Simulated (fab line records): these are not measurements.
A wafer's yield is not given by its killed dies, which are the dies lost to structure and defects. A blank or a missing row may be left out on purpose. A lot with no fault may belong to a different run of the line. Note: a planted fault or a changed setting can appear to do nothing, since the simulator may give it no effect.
Chamber matching -- flow n5Finfet -- N5_BEOL_M8_PECVD_70 on pecvd-02 has 3 sister chambers
The step deposits SiO2 from TEOS/O2, target thk 20 nm, time 22.7 s. 3 wafers are shown with their chamber, then 8 later ones without.

## WAFERS PAIRED WITH THEIR CHAMBERS
wafer,chamber,throttleValvePct (%)
L089.2,0,21.9
L089.5,2,20.3
L090.3,1,22.8

## WAFERS WITHOUT THEIR CHAMBER
wafer,throttleValvePct (%)
L090.4,23.1
L090.5,20.6
L093.2,20.5
L093.3,22.8
L093.4,20.6
L096.1,20.6
L096.2,22.1
L096.4,20.7

## EACH ONE'S CHAMBER
wafer,from the rows above,in truth
L090.4,1,1
L090.5,2,2
L093.2,2,2
L093.3,1,1
L093.4,2,2
L096.1,2,2
L096.2,can't be placed: 0 or 1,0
L096.4,2,2
Placed correctly: 7 of 8. Cannot be placed on the basis of these rows: 1; the candidates contain the true chamber in 1. Placed wrongly: 0.
How it was worked out, from the rows above alone: a wafer's distance from a chamber is the root of the sum, over the readings, of the square of ((its reading less the chamber's mean) divided by the reading's scatter). If the next closest chamber is less than 2 further off than the closest, the wafer can't be placed; otherwise it belongs to the closest. A chamber's mean is the mean of its shown wafers. The scatter: root of mean squared gap, hidden wafer to nearest shown wafer, with one shown wafer a chamber.
